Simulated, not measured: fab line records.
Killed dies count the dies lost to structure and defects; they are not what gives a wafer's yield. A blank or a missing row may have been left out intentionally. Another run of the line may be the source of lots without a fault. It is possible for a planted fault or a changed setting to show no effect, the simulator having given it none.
Chamber matching ; flow n5-finfet ; rie-si-02 running N5_DUMMY_GATE_ETCH_44: 4 sister chambers
The step etches poly-Si in HBr/O2, stops on SiO2, target depth 127.5 nm. 4 wafers are shown with their chamber, then 11 later ones without.

## WAFERS PAIRED WITH THEIR CHAMBERS
wafer;chamber;drypump-motor-current-A (A)
L086.1;1;6.7
L086.3;2;5.7
L086.4;0;5.6
L090.2;3;6.3

## WAFERS WITH NO CHAMBER GIVEN
wafer;drypump-motor-current-A (A)
L090.5;5.6
L090.6;6.2
L092.1;6.7
L092.2;6.2
L092.5;5.7
L094.3;6.7
L094.4;6.2
L094.5;6.6
L096.2;6.6
L096.3;5.7
L096.4;5.6

## THE CHAMBER EACH PASSED THROUGH
wafer;from the rows above;in truth
L090.5;can't be placed: 0 or 2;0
L090.6;3;3
L092.1;1;1
L092.2;3;3
L092.5;can't be placed: 2 or 0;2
L094.3;1;1
L094.4;3;3
L094.5;1;1
L096.2;1;1
L096.3;can't be placed: 2 or 0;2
L096.4;can't be placed: 0 or 2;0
Correct placement for 7 of the 11. These rows do not allow placing 4 (true chamber among the candidates in 4). Wrongly placed: 0.
How it was worked out, from the rows above alone: a wafer's distance from a chamber is the root of the sum, over the readings, of the square of ((its reading less the chamber's mean) divided by the reading's scatter). The wafer belongs to the nearest chamber; if the next one is less than 2 further off, it can't be placed. For every chamber, the mean is computed from those of its wafers that are shown. The scatter: root of mean squared gap, hidden wafer to nearest shown wafer, with one shown wafer a chamber.
